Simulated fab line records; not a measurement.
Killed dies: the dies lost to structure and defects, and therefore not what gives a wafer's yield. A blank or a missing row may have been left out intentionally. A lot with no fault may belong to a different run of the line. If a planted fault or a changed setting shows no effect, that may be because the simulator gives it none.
fab line records | flow n5-finfet
[record] lots = 9 wafers = 25 last-day = 17
route steps=1938 shown BEOL_M0@736 BEOL_M1@753 BEOL_M4@1111 PASSIVATION@1936
lots that met no fault: from a run of the same line without faults
start-h: the number of hours between the record's first day and the start of the first shown wafer of the lot | wait-h: hours since the lot's step before | " repeats the value in the row above | L1.1+2: one row covering several wafers at once | - no value, or no start given | * or withheld: withheld | < > ~ a bound
route shown NAME@n: names a module that has steps shown in the file, with the first one's number in the route | usual: mean/standard deviation of fault-free wafers | same: alike in all rows | chamber/n: place in a boat | sites: the reading at each site | _std_site: how widely they spread, as a standard deviation | _edge_site: mean of outer sites minus mean of inner sites | radius-mm: for every site, how far away it sits from the centre of the wafer | mask NAME#n: copy n | behind: the tool/chamber that last shaped the wafer | hold: why the lot went on hold/how many hours it stayed there/how the hold came to an end | device: which transistor (n, p or np) failed to switch | end of line: the route-end tests of the same wafers | step lacking rows: just its recipe | killed: count of dies lost to structure and defects at first sort (not the wafer's yield) | map: the dies of a wafer, with x for killed, . for not killed, _ for no die there
set.NAME: the run value of the setting; set.NAME@STEP: its run value at that earlier step | model.NAME: the simulator's own value behind a step, which no gauge read
one table for each step of the route and one row for each wafer, over a sample of lots
services: when a tool's chamber went out of use (start-h, in hours from the record's first day, below 0 if earlier), for how many hours, and the reason
[[steps]]
[step N5_BEOL_M0_SPUTTER_132]
[recipe] material = Cu target-thk-a = 40 temp-c = -20 chamber-pressure-pa = 0.07 power-w = withheld time-s = 7.37
[usual] chamber-pressure-pa = 0.07001/0.00013 throttle-valve-pct = 30.4/0.94
// columns lot.wafer tool chamber start-h wait-h chamber-pressure-pa throttle-valve-pct
L240.2 pvd-sputter-01 - 124.43 0.0 0.07013 30.5
L240.5 " - " " 0.06988 30.8
L241.2 pvd-sputter-01 - 124.88 0.0 0.07019 30.7
L241.5 " - " " 0.07023 30.3
L241.6 " - " " 0.07013 29.4
L242.1 pvd-sputter-03 - 131.96 0.0 0.07005 30.7
L242.4 " - " " 0.06999 30.6
L242.6 " - " " 0.07009 30.6
L250.1 pvd-sputter-01 - 180.69 0.0 0.06986 30.5
L250.2 " - " " 0.06985 29.7
L250.5 " - " " 0.07014 30.5
L251.3 pvd-sputter-01 - 195.26 0.0 0.07004 30.5
L251.4 " - " " 0.06995 30.6
L251.5 " - " " 0.07013 30.5
L253.1 pvd-sputter-02 - 199.73 0.0 0.06999 32.4
L253.4 " - " " 0.06991 29.2
L253.6 " - " " 0.07013 29.3
L256.3 pvd-sputter-03 - 214.67 0.0 0.07002 30.9
L256.6 " - " " 0.07013 30.4
L258.2 pvd-sputter-02 - 224.27 0.0 0.06986 31.1
L258.4 " - " " 0.07013 29.4
L258.5 " - " " 0.07005 32.3
L260.1 pvd-sputter-03 - 240.10 0.0 0.07015 29.3
L260.4 " - " " 0.07007 30.6
L260.5 " - " " 0.07013 30.4
[step N5_BEOL_M1_PECVD_72]
[recipe] material = SiO2 target-thk-a = 160 temp-c = 400 precursor = TEOS/O2 pressure-torr = 5.5 rf-w = 450 teos-flow-sccm = 53.8 gas = O2 flow-sccm = 3000 time-s = 18
[usual] heater-power-outer-w = 396/59 heater-power-w = 670/85 showerhead-plenum-p-Torr = 8.78/0.072 throttle-valve-pct = 21.7/0.96
// columns lot.wafer tool chamber start-h wait-h heater-power-outer-w heater-power-w showerhead-plenum-p-Torr throttle-valve-pct
L240.2 pecvd-03 1 127.46 0.0 256 506 8.81 20.3
L240.5 " 1 " " 272 528 8.79 20.2
L241.2 pecvd-03 1 127.89 0.0 273 523 8.79 20.3
L241.5 " 0 " " 407 753 8.88 22.0
L241.6 " 1 " " 263 515 8.83 20.5
L242.1 pecvd-02 2 133.42 0.0 390 694 8.61 21.1
L242.4 " 1 " " 427 715 8.76 22.2
L242.6 " 0 " " 397 713 8.80 23.5
L250.1 pecvd-03 1 182.24 0.0 261 517 8.82 20.3
L250.2 " 0 " " 384 723 8.90 21.8
L250.5 " 0 " " 375 713 8.90 22.0
L251.3 pecvd-03 0 196.72 0.0 394 735 8.88 21.9
L251.4 " 2 " " 400 623 8.79 21.1
L251.5 " 1 " " 344 622 8.83 20.6
L253.1 pecvd-01 2 201.79 0.0 563 886 8.73 23.1
L253.4 " 1 " " 427 707 8.69 22.7
L253.6 " 0 " " 456 691 8.74 21.8
L256.3 pecvd-03 2 217.08 0.0 404 605 8.77 21.1
L256.6 " 1 " " 343 607 8.80 20.4
L258.2 pecvd-01 1 225.74 0.0 389 665 8.68 22.6
L258.4 " 0 " " 379 591 8.73 22.3
L258.5 " 1 " " 399 667 8.70 22.7
L260.1 pecvd-02 0 241.57 0.0 399 741 8.80 24.0
L260.4 " 0 " " 406 745 8.77 23.8
L260.5 " 2 " " 428 741 8.62 21.5
[step N5_BEOL_M1_EXPOSE_08]
[recipe] mask-id = M1 na = 0.33 source-shape = dipole sigma-inner = 0.369 sigma-outer = 0.767 polarization = unpolarized dose-mj = 33
[same] sigma-inner = 0.369
// columns lot.wafer tool chamber start-h wait-h mask
L240.2+5 euv-scanner-02 0 130.83 - M1#0
L241.2+5+6 euv-scanner-01 0 130.99 - M1#0
L242.1+4+6 euv-scanner-02 0 134.28 - M1#0
L250.1+2+5 euv-scanner-02 0 184.27 - M1#0
L251.3+4+5 euv-scanner-01 0 198.40 - M1#0
L253.1+4+6 euv-scanner-01 0 203.89 - M1#0
L256.3+6 euv-scanner-01 0 223.03 - M1#0
L258.2+4+5 euv-scanner-01 0 226.64 - M1#0
L260.1+4+5 euv-scanner-01 0 243.91 - M1#0
[step N5_BEOL_M1_OVL_MEAS_12]
[recipe] points-per-wafer = 522
[usual] M1_OVL = -0.6/0.57
// columns lot.wafer tool chamber start-h wait-h M1_OVL[nm]
L240.2 overlay-02 0 130.98 0.0 -0.7
L240.5 " 0 " " -0.2
L241.2 overlay-02 0 131.15 0.0 -0.2
L241.5 " 0 " " -0.8
L241.6 " 0 " " -1.0
L242.1 overlay-02 0 134.44 0.0 0.0
L242.4 " 0 " " -0.8
L242.6 " 0 " " -0.7
L250.1 overlay-02 0 184.43 0.0 10.1
L250.2 " 0 " " 12.4
L250.5 " 0 " " 11.8
L251.3 overlay-02 0 198.56 0.0 -1.1
L251.4 " 0 " " -1.6
L251.5 " 0 " " -1.7
L253.1 overlay-02 0 204.04 0.0 -0.4
L253.4 " 0 " " -0.4
L253.6 " 0 " " -1.1
L256.3 overlay-02 0 223.22 0.1 -0.2
L256.6 " 0 " " -0.5
L258.2 overlay-02 0 226.79 0.0 -1.0
L258.4 " 0 " " 0.5
L258.5 " 0 " " -0.2
L260.1 overlay-02 0 244.09 0.1 -1.0
L260.4 " 0 " " -0.5
L260.5 " 0 " " -0.9
[step N5_BEOL_M1_CD_MEAS_18]
[recipe] pitch-nm = 36 target-cd-nm = 18
[usual] cd-nm = 18.0/0.38
// columns lot.wafer tool chamber start-h wait-h cd-nm
L240.2 cd-sem-01 - 131.53 0.1 18.4
L240.5 " - " " 17.9
L241.2 cd-sem-01 - 131.69 0.1 18.0
L241.5 " - " " 17.9
L241.6 " - " " 18.4
L242.1 cd-sem-03 - 134.96 0.0 17.6
L242.4 " - " " 18.1
L242.6 " - " " 17.8
L250.1 cd-sem-01 - 184.95 0.0 18.7
L250.2 " - " " 18.0
L250.5 " - " " 18.4
L251.3 cd-sem-01 - 199.11 0.1 17.2
L251.4 " - " " 18.2
L251.5 " - " " 17.5
L253.1 cd-sem-01 - 204.67 0.0 18.4
L253.4 " - " " 19.1
L253.6 " - " " 18.0
L256.3 cd-sem-02 - 224.47 0.1 17.7
L256.6 " - " " 17.7
L258.2 cd-sem-02 - 227.34 0.1 18.0
L258.4 " - " " 18.2
L258.5 " - " " 18.0
L260.1 cd-sem-01 - 244.83 0.1 18.0
L260.4 " - " " 18.5
L260.5 " - " " 18.2
[step N5_BEOL_M4_RC_MEAS_101]
[usual] CJ_P = 5.7/0.32 DIBL_N = 36.2/2 DIBL_P = 36.1/2.4 EOT_P = 10.50/0.1 IGATE_P = 0.0036/0.00059 IOFF_N = 0.16/0.035 IOFF_P = 0.22/0.041 IOFF_P_85C = 3.7/0.58 IOFF_P_LIN = 0.102/0.015 IOFF_P_LONG = 0.000108/1.2e-05 ION_N = 675/14 ION_P = 465/8.6 RC_DENSE_P = 23.9/0.67 RC_P = 19.5/0.55 REXT_P = 100.3/2.9 RS_SD_P = 65.8/0.91 SS_N = 71.5/0.64 SS_P = 73.2/0.76 VT_N = 250/3.9 VT_P = -249/3.4 VT_P_LONG = -274.3/3 VT_P_LVT = -99/3.4
// columns lot.wafer tool chamber start-h wait-h CJ_P DIBL_N[mV/V] DIBL_P[mV/V] EOT_P IGATE_P[nA/um] IOFF_N[nA/um] IOFF_P[nA/um] IOFF_P_85C[nA/um] IOFF_P_LIN[nA/um] IOFF_P_LONG[nA/um] ION_N[uA/um] ION_P[uA/um] RC_DENSE_P[ohm.um] RC_P[ohm.um] REXT_P[ohm.um] RS_SD_P[ohm/sq] SS_N[mV/dec] SS_P[mV/dec] VT_N[mV] VT_P[mV] VT_P_LONG[mV] VT_P_LVT[mV]
L240.2 prober-02 0 175.05 0.2 6.1 38.0 37.1 10.41 0.0040 0.19 0.23 4.0 0.107 0.000111 692 470 22.7 18.5 102.9 65.1 72.1 73.5 247 -248 -275.7 -99
L240.5 " 0 " " 5.8 38.1 37.0 10.67 0.0028 0.19 0.22 3.8 0.103 0.000106 686 465 22.4 18.1 103.5 65.2 71.9 73.8 249 -252 -273.4 -100
L242.1 prober-01 0 177.80 0.0 5.8 36.6 36.9 10.58 0.0029 0.16 0.21 3.6 0.100 0.00011 677 460 23.5 19.3 98.9 66.3 71.8 72.8 248 -249 -274.9 -99
L242.4 " 0 " " 5.6 35.3 34.8 10.59 0.0035 0.14 0.18 3.2 0.091 0.000106 687 471 23.1 19.0 98.5 65.3 70.9 72.4 249 -251 -274.3 -99
L242.6 " 0 " " 5.4 35.0 34.3 10.53 0.0031 0.13 0.19 3.2 0.092 0.000103 670 463 24.1 19.5 98.9 64.7 71.4 72.1 249 -249 -273.9 -100
L241.2 prober-01 0 191.76 0.2 6.1 34.7 37.9 10.49 0.0035 0.14 0.24 4.1 0.117 0.000126 670 471 25.1 20.4 100.6 65.6 70.7 73.3 253 -247 -270.4 -96
L241.5 " 0 " " 6.1 35.5 37.3 10.54 0.0028 0.15 0.23 3.9 0.112 0.000124 667 460 23.7 19.3 100.1 65.6 71.5 73.1 252 -249 -272.3 -97
L241.6 " 0 " " 6.1 35.6 38.7 10.52 0.0034 0.15 0.26 4.3 0.120 0.000126 663 470 25.0 20.5 102.0 65.6 71.1 74.4 251 -245 -269.0 -95
L250.1 prober-02 0 226.98 0.0 - 36.6 - - - 0.15 - - - - 679 - - - - - 71.3 - 250 - - -
L250.2 " 0 " " - 39.9 - - - 0.20 - - - - 688 - - - - - 72.2 - 248 - - -
L250.5 " 0 " " - 39.2 - - - 0.21 - - - - 693 - - - - - 72.0 - 246 - - -
L251.3 prober-01 0 245.55 0.3 5.8 38.2 39.7 10.53 0.0033 0.21 0.33 5.2 0.144 0.000122 696 486 24.0 19.6 98.5 65.2 71.9 73.6 245 -240 -272.2 -93
L251.4 " 0 " " 5.8 35.1 34.7 10.55 0.0033 0.14 0.23 3.9 0.114 0.00012 664 467 24.0 19.4 98.7 66.0 71.1 73.7 249 -247 -272.3 -98
L251.5 " 0 " " 6.1 32.3 31.9 10.54 0.0033 0.10 0.18 3.2 0.096 0.000127 664 468 24.1 19.6 97.9 65.9 70.6 70.9 255 -249 -273.0 -101
L253.1 prober-01 0 255.86 0.0 5.6 37.1 38.2 10.61 0.0034 0.16 0.24 4.0 0.110 0.000103 678 467 23.4 19.2 98.8 66.1 71.9 73.2 249 -248 -274.4 -96
L253.4 " 0 " " 5.6 35.0 35.3 10.73 0.0028 0.13 0.19 3.4 0.094 0.000104 661 461 24.0 19.4 101.2 65.9 71.2 72.9 254 -249 -273.6 -98
L253.6 " 0 " " 5.6 36.6 38.1 10.48 0.0035 0.16 0.23 4.0 0.107 0.000104 679 472 23.4 19.1 100.0 68.0 71.1 73.7 251 -248 -273.9 -97
L256.3 prober-01 0 264.55 0.3 5.9 36.6 37.2 10.41 0.0043 0.16 0.23 4.0 0.114 0.000124 677 472 24.5 19.8 97.0 65.6 71.4 72.4 249 -246 -271.6 -98
L256.6 " 0 " " 5.8 33.0 31.7 10.30 0.0044 0.10 0.16 2.8 0.085 0.000121 653 453 23.9 19.4 98.3 65.5 71.0 71.6 255 -251 -270.3 -103
L258.2 prober-01 0 272.26 0.2 5.5 37.2 38.9 10.48 0.0036 0.16 0.20 3.6 0.097 8.9e-05 670 458 24.4 19.9 103.1 64.7 71.8 73.8 249 -255 -278.6 -100
L258.4 " 0 " " 5.5 36.1 38.3 10.50 0.0039 0.16 0.20 3.6 0.099 9.6e-05 680 470 22.6 18.6 100.4 66.4 71.5 73.7 249 -251 -277.1 -101
L258.5 " 0 " " 5.0 37.1 38.6 10.51 0.0038 0.17 0.21 3.6 0.099 8.8e-05 685 465 22.6 18.4 104.2 65.7 72.0 73.9 251 -250 -279.5 -101
L260.1 prober-02 0 297.34 0.0 6.0 38.8 35.0 10.46 0.0034 0.19 0.21 3.6 0.100 0.000114 685 461 23.8 19.6 103.1 65.0 71.5 73.3 249 -251 -276.1 -98
L260.4 " 0 " " 5.3 36.6 34.5 10.30 0.0045 0.15 0.21 3.7 0.101 9.9e-05 670 461 23.7 19.1 100.9 64.8 71.7 73.6 250 -249 -274.0 -98
L260.5 " 0 " " 6.1 33.3 30.0 10.42 0.0039 0.10 0.16 2.8 0.082 0.000113 654 456 24.7 20.2 101.7 65.2 70.7 71.6 254 -252 -274.1 -100
[step N5_PASSIVATION_PROBE_49]
[usual] defect-limited-yield = 91.1/1.4 killed_at_M0_to_M3 = 36/9.9 killed_at_M4_up = 13/5.8 killed-at-contacts = 14/5.9 killed-at-front-end = 39/11 killed-at-other = 3.4/2.9 killed-dies = 105/17 killed-on-rim = 15/3.9 killed-open = 70/13 killed-short = 34/7.3 sort_bin_4_leakage = 0.00/0.0072 sort_bin_5_function = 5.3/1 sort_bin_6_memory = 3.3/0.62 sort-n-pass = 1075/17 sort-yield-pct = 91.1/1.4
[same] gross-dies = 1180 killed-at-back-side = 0 sort_bin_8_speed[%] = 0
// columns lot.wafer tool chamber start-h wait-h defect-limited-yield[%] killed_at_M0_to_M3 killed_at_M4_up killed-at-contacts killed-at-front-end killed-at-other killed-dies killed-on-rim killed-open killed-short sort_bin_4_leakage[%] sort_bin_5_function[%] sort_bin_6_memory[%] sort-n-pass sort-yield-pct[%]
L240.2 prober-02 - 292.06 0.1 90.3 37 18 18 40 2 115 20 77 36 0 5.8 3.3 1065 90.3
L240.5 prober-02 - 292.21 0.2 91.6 26 16 12 44 1 99 11 72 24 0 5.5 2.5 1081 91.6
L242.1 prober-01 - 292.63 0.0 90.4 36 12 16 44 5 113 16 75 36 0 5.9 3.1 1067 90.4
L242.4 prober-01 - 292.78 0.2 92.4 35 17 10 23 5 90 14 57 33 0 4.3 3.3 1090 92.4
L242.6 prober-01 - 292.88 0.3 90.3 39 9 16 45 6 115 18 77 37 0 6.2 3.0 1065 90.3
L241.2 prober-02 - 294.06 0.1 90.6 43 9 9 42 8 111 15 78 33 0 5.1 4.2 1069 90.6
L241.5 prober-02 - 294.21 0.2 89.5 55 8 9 48 4 124 16 87 37 0 7.3 3.1 1056 89.5
L241.6 prober-02 - 294.26 0.3 93.3 33 11 10 23 2 79 6 51 28 0 3.3 3.1 1101 93.3
L250.1 prober-02 - 333.56 0.4 0 1131 14 7 28 0 1180 152 57 23 0 50.8 2.2 0 0
L250.2 prober-02 - 333.61 0.4 0 1123 17 15 22 3 1180 152 55 30 0 50.0 2.7 0 0
L250.5 prober-02 - 333.76 0.6 0 1104 25 14 37 0 1180 152 74 25 0 50.9 3.1 0 0
L253.1 prober-02 - 353.23 0.1 90.0 34 11 29 41 3 118 15 64 53 0 7.0 2.4 1062 90.0
L253.4 prober-02 - 353.38 0.2 91.3 19 7 34 42 1 103 14 61 42 0 5.8 2.5 1077 91.3
L253.6 prober-02 - 353.48 0.3 91.1 41 11 15 38 0 105 14 67 37 0 5.3 3.6 1075 91.1
L251.3 prober-01 - 353.81 0.1 92.0 41 6 18 23 6 94 18 65 27 0.08 4.7 2.9 1085 91.9
L251.4 prober-01 - 353.86 0.2 92.2 29 13 5 38 7 92 18 65 22 0 4.3 3.1 1088 92.2
L251.5 prober-01 - 353.91 0.2 89.4 26 19 15 57 8 125 18 84 40 0 6.9 3.3 1055 89.4
L256.3 prober-01 - 379.18 0.1 88.9 56 16 16 42 1 131 17 92 38 0 6.9 3.6 1049 88.9
L256.6 prober-01 - 379.33 0.3 89.2 47 14 25 41 0 127 17 82 44 0 6.6 3.7 1053 89.2
L258.2 prober-01 - 390.70 0.1 87.8 43 14 17 64 6 144 23 86 53 0 7.3 4.6 1036 87.8
L258.4 prober-01 - 390.80 0.2 88.9 28 9 19 72 3 131 13 85 46 0 7.9 2.8 1049 88.9
L258.5 prober-01 - 390.85 0.2 90.3 38 8 8 60 1 115 18 68 43 0 4.7 4.6 1065 90.3
L260.1 prober-01 - 411.01 0.0 90.9 30 32 10 29 6 107 15 77 27 0 5.9 2.7 1073 90.9
L260.4 prober-01 - 411.16 0.2 91.8 19 25 17 35 1 97 11 68 29 0 4.7 3.1 1083 91.8
L260.5 prober-01 - 411.21 0.2 91.4 29 20 15 36 1 101 17 70 30 0 5.7 2.5 1079 91.4
// killed by level:class
L240.2 MOL_CONTACT_COAG:geometric-particle:open=16 BEOL_M2:geometric-particle:open=9 FIN_SAQP:geometric-particle:open=8 FIN_SAQP:geometric-particle:short=8 BEOL_M4:geometric-particle:open=8 BEOL_M1:geometric-particle:open=7 BEOL_M3:geometric-particle:open=7 GATE_CUT:geometric-particle:short=6
L240.5 MOL_CONTACT_COAG:geometric-particle:open=11 DUMMY_GATE:geometric-particle:open=10 BEOL_M4:geometric-particle:open=9 STI_FIN_REVEAL:geometric-particle:open=8 BEOL_M0_SAQP:geometric-particle:open=6 BEOL_M0_SAQP:geometric-particle:short=5 BEOL_M3:geometric-particle:open=5 FIN_SAQP:geometric-particle:open=4
L242.1 BEOL_M3:geometric-particle:open=13 FIN_SAQP:geometric-particle:short=12 MOL_CONTACT_COAG:geometric-particle:open=12 FIN_SAQP:geometric-particle:open=10 STI_FIN_REVEAL:geometric-particle:open=6 BEOL_M1:geometric-particle:open=6 MOL_CONTACT_COAG:geometric-particle:short=4 BEOL_M2:geometric-particle:open=4
L242.4 MOL_CONTACT_COAG:geometric-particle:open=9 FIN_SAQP:geometric-particle:short=7 BEOL_M0:geometric-particle:open=7 BEOL_M2:geometric-particle:open=7 GATE_CUT:geometric-particle:short=5 BEOL_M1:geometric-particle:short=5 BEOL_M1:geometric-particle:open=5 FIN_SAQP:geometric-particle:open=4
L242.6 MOL_CONTACT_COAG:geometric-particle:open=11 BEOL_M0_SAQP:geometric-particle:open=11 STI_FIN_REVEAL:geometric-particle:open=10 BEOL_M0_SAQP:geometric-particle:short=8 FIN_SAQP:geometric-particle:open=7 BEOL_M3:geometric-particle:open=7 BEOL_M1:geometric-particle:short=6 DUMMY_GATE:geometric-particle:open=5
L241.2 STI_FIN_REVEAL:geometric-particle:open=18 BEOL_M0_SAQP:geometric-particle:short=14 BEOL_M3:geometric-particle:open=10 DUMMY_GATE:geometric-particle:open=8 MOL_CONTACT_COAG:geometric-particle:open=8 BEOL_M0_SAQP:geometric-particle:open=7 BEOL_M0:geometric-particle:open=5 STI_FIN_REVEAL:geometric-particle:short=4
L241.5 STI_FIN_REVEAL:geometric-particle:open=18 BEOL_M0_SAQP:geometric-particle:open=14 BEOL_M0:geometric-particle:open=11 BEOL_M0_SAQP:geometric-particle:short=9 BEOL_M2:geometric-particle:open=7 MOL_CONTACT_COAG:geometric-particle:open=6 BEOL_M2:geometric-particle:short=5 BEOL_M3:geometric-particle:open=5
L241.6 BEOL_M3:geometric-particle:open=8 BEOL_M2:geometric-particle:open=7 MOL_CONTACT_COAG:geometric-particle:open=6 BEOL_M0_SAQP:geometric-particle:short=6 BEOL_M3:geometric-particle:short=5 STI_FIN_REVEAL:geometric-particle:open=5 STI_FIN_REVEAL:geometric-particle:short=4 MOL_CONTACT_COAG:geometric-particle:short=4
L250.1 BEOL_M1:overlay=1100 BEOL_M3:geometric-particle:open=12 BEOL_M4:geometric-particle:open=8 BEOL_M2:geometric-particle:open=8 STI_FIN_REVEAL:geometric-particle:open=7 MOL_CONTACT_COAG:geometric-particle:open=4 BEOL_M0_SAQP:geometric-particle:open=4 GATE_CUT:geometric-particle:short=3
L250.2 BEOL_M1:overlay=1095 MOL_CONTACT_COAG:geometric-particle:open=13 BEOL_M0_SAQP:geometric-particle:short=11 BEOL_M4:geometric-particle:open=11 BEOL_M0_SAQP:geometric-particle:open=8 GATE_CUT:geometric-particle:short=4 FIN_SAQP:geometric-particle:short=3 GATE_CUT:geometric-particle:open=3
L250.5 BEOL_M1:overlay=1080 BEOL_M4:geometric-particle:open=12 MOL_CONTACT_COAG:geometric-particle:open=11 BEOL_M2:geometric-particle:open=9 STI_FIN_REVEAL:geometric-particle:open=7 DUMMY_GATE:geometric-particle:open=7 FIN_SAQP:geometric-particle:short=5 BEOL_M1:geometric-particle:open=5
L253.1 MOL_CONTACT_COAG:geometric-particle:open=20 FIN_SAQP:geometric-particle:short=18 MOL_CONTACT_COAG:geometric-particle:short=9 BEOL_M0_SAQP:geometric-particle:short=7 STI_FIN_REVEAL:geometric-particle:open=7 BEOL_M2:geometric-particle:open=7 BEOL_M1:geometric-particle:open=6 BEOL_M0_SAQP:geometric-particle:open=4
L253.4 MOL_CONTACT_COAG:geometric-particle:open=25 FIN_SAQP:geometric-particle:short=16 FIN_SAQP:geometric-particle:open=12 MOL_CONTACT_COAG:geometric-particle:short=9 BEOL_M0_SAQP:geometric-particle:open=5 BEOL_M0_SAQP:geometric-particle:short=4 GATE_CUT:geometric-particle:short=3 BEOL_M1:geometric-particle:open=3
L253.6 MOL_CONTACT_COAG:geometric-particle:open=13 BEOL_M2:geometric-particle:open=12 BEOL_M3:geometric-particle:open=10 BEOL_M0_SAQP:geometric-particle:short=8 FIN_SAQP:geometric-particle:open=7 FIN_SAQP:geometric-particle:short=7 DUMMY_GATE:geometric-particle:open=5 GATE_CUT:geometric-particle:short=4
L251.3 MOL_CONTACT_COAG:geometric-particle:open=14 BEOL_M2:geometric-particle:open=11 BEOL_M0_SAQP:geometric-particle:open=8 BEOL_M3:geometric-particle:open=7 FIN_SAQP:geometric-particle:open=4 MOL_CONTACT_COAG:geometric-particle:short=4 MIM_TOP_ETCH:geometric-particle:short=4 DUMMY_GATE:geometric-particle:open=3
L251.4 STI_FIN_REVEAL:geometric-particle:open=10 BEOL_M0_SAQP:geometric-particle:open=9 BEOL_M4:geometric-particle:open=7 MOL_CONTACT_COAG:geometric-particle:open=5 BEOL_M0_SAQP:geometric-particle:short=5 FIN_SAQP:geometric-particle:short=4 BEOL_M3:geometric-particle:open=4 FIN_SAQP:geometric-particle:open=3
L251.5 FIN_SAQP:geometric-particle:open=19 MOL_CONTACT_COAG:geometric-particle:open=11 BEOL_M5:geometric-particle:open=9 STI_FIN_REVEAL:geometric-particle:open=6 GATE_CUT:geometric-particle:short=6 BEOL_M2:geometric-particle:open=6 FIN_SAQP:geometric-particle:short=5 GATE_CUT:geometric-particle:open=5
L256.3 BEOL_M2:geometric-particle:open=18 STI_FIN_REVEAL:geometric-particle:open=17 MOL_CONTACT_COAG:geometric-particle:open=15 BEOL_M0_SAQP:geometric-particle:open=13 BEOL_M0_SAQP:geometric-particle:short=12 BEOL_M1:geometric-particle:open=7 FIN_SAQP:geometric-particle:short=6 BEOL_M4:geometric-particle:open=5
L256.6 MOL_CONTACT_COAG:geometric-particle:open=21 BEOL_M0_SAQP:geometric-particle:short=15 STI_FIN_REVEAL:geometric-particle:open=14 BEOL_M0_SAQP:geometric-particle:open=12 BEOL_M2:geometric-particle:open=9 GATE_CUT:geometric-particle:short=7 FIN_SAQP:geometric-particle:short=4 BEOL_M5:geometric-particle:open=4
L258.2 FIN_SAQP:geometric-particle:short=14 MOL_CONTACT_COAG:geometric-particle:open=14 BEOL_M0_SAQP:geometric-particle:short=11 BEOL_M0_SAQP:geometric-particle:open=11 GATE_CUT:geometric-particle:short=9 FIN_SAQP:geometric-particle:open=8 BEOL_M1:geometric-particle:open=7 DUMMY_GATE:geometric-particle:open=6
L258.4 MOL_CONTACT_COAG:geometric-particle:open=17 FIN_SAQP:geometric-particle:short=16 STI_FIN_REVEAL:geometric-particle:open=15 FIN_SAQP:geometric-particle:open=12 DUMMY_GATE:geometric-particle:open=7 BEOL_M0_SAQP:geometric-particle:open=7 BEOL_M1:geometric-particle:open=5 GATE_CUT:geometric-particle:open=5
L258.5 FIN_SAQP:geometric-particle:short=20 STI_FIN_REVEAL:geometric-particle:open=11 BEOL_M0_SAQP:geometric-particle:open=10 BEOL_M1:geometric-particle:open=8 MOL_CONTACT_COAG:geometric-particle:open=7 GATE_CUT:geometric-particle:short=6 BEOL_M3:geometric-particle:open=6 STARTING-WAFER:geometric-particle:open=5
L260.1 BEOL_M4:geometric-particle:open=22 MOL_CONTACT_COAG:geometric-particle:open=10 BEOL_M2:geometric-particle:open=9 BEOL_M0_SAQP:geometric-particle:open=7 STI_FIN_REVEAL:geometric-particle:open=6 BEOL_M4:geometric-particle:short=6 DUMMY_GATE:geometric-particle:open=5 BEOL_M3:geometric-particle:open=5
L260.4 BEOL_M4:geometric-particle:open=18 MOL_CONTACT_COAG:geometric-particle:open=13 FIN_SAQP:geometric-particle:short=8 DUMMY_GATE:geometric-particle:open=7 STI_FIN_REVEAL:geometric-particle:open=5 BEOL_M2:geometric-particle:open=5 BEOL_M3:geometric-particle:open=5 MOL_CONTACT_COAG:geometric-particle:short=4
L260.5 MOL_CONTACT_COAG:geometric-particle:open=15 BEOL_M4:geometric-particle:open=14 STI_FIN_REVEAL:geometric-particle:open=11 BEOL_M3:geometric-particle:open=10 FIN_SAQP:geometric-particle:short=6 BEOL_M3:geometric-particle:short=6 DUMMY_GATE:geometric-particle:open=5 STARTING-WAFER:geometric-particle:short=5
[[services]]
// columns tool chamber start-h hours kind
pecvd-02 0 113.06 2.1 scheduled-down
pecvd-02 - 116.82 0.8 pm
euv-scanner-02 - 120.04 1.0 pm
euv-scanner-01 - 120.50 1.8 repair
pecvd-01 0 122.45 6.0 repair
pecvd-02 - 128.98 3.9 repair
pecvd-03 1 137.83 5.5 scheduled-down
euv-scanner-01 - 137.84 4.6 pm
pecvd-03 0 143.29 5.5 scheduled-down
pecvd-01 - 148.31 1.8 repair
pecvd-02 0 157.82 5.5 scheduled-down
pvd-sputter-01 - 163.99 2.8 repair
pecvd-03 - 168.28 1.8 repair
euv-scanner-02 - 176.19 1.0 pm
euv-scanner-02 - 177.20 5.8 pm
euv-scanner-01 - 196.73 1.0 pm
pecvd-01 2 202.38 - clean
pecvd-01 2 202.38 - consumable-replace:showerhead
euv-scanner-02 0 216.51 - calibration
pecvd-02 1 221.97 20.4 repair
euv-scanner-01 0 222.28 - calibration
euv-scanner-02 - 228.99 4.6 pm
euv-scanner-01 - 233.52 0.6 repair
euv-scanner-02 - 234.16 1.0 pm
[[key]]
[first-sign] step = N5_BEOL_M1_OVL_MEAS_12 reading = M1_OVL direction = up sigmas = 21 usual = -0.6 struck = 11.4
[effect] step = N5_BEOL_M4_RC_MEAS_101 reading = CJ_P direction = missing
[effect] step = N5_BEOL_M4_RC_MEAS_101 reading = DIBL_P direction = missing
[effect] step = N5_BEOL_M4_RC_MEAS_101 reading = EOT_P direction = missing
[effect] step = N5_BEOL_M4_RC_MEAS_101 reading = IGATE_P direction = missing
[effect] step = N5_BEOL_M4_RC_MEAS_101 reading = IOFF_P direction = missing
[effect] step = N5_BEOL_M4_RC_MEAS_101 reading = IOFF_P_85C direction = missing
[effect] step = N5_BEOL_M4_RC_MEAS_101 reading = IOFF_P_LIN direction = missing
[effect] step = N5_BEOL_M4_RC_MEAS_101 reading = IOFF_P_LONG direction = missing
[effect] step = N5_BEOL_M4_RC_MEAS_101 reading = ION_P direction = missing
[effect] step = N5_BEOL_M4_RC_MEAS_101 reading = RC_DENSE_P direction = missing
[effect] step = N5_BEOL_M4_RC_MEAS_101 reading = RC_P direction = missing
[effect] step = N5_BEOL_M4_RC_MEAS_101 reading = REXT_P direction = missing
[effect] step = N5_PASSIVATION_PROBE_49 reading = killed_at_M0_to_M3 direction = up sigmas = 99+ usual = 36 struck = 1119
[more-kills-born-at] N5_BEOL_M1_EXPOSE_08@euv-scanner-02 = 3275
met-at N5_BEOL_M1_EXPOSE_08
struck-lots L250
not-acting-at N5_BEOL_M0_SPUTTER_132,N5_BEOL_M1_PECVD_72,N5_BEOL_M1_CD_MEAS_18
onset-between 134.28 184.27
[earlier-fault] kind = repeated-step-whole tool = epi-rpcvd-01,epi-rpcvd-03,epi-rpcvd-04 chamber = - onset-h = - steps = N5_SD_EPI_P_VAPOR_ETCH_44 times = 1 scope = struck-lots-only
[fault] kind = scanner-matching-overlay tool = euv-scanner-02 chamber = - onset-h = 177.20 steps = N5_BEOL_M1_EXPOSE_08 offset = 12.356
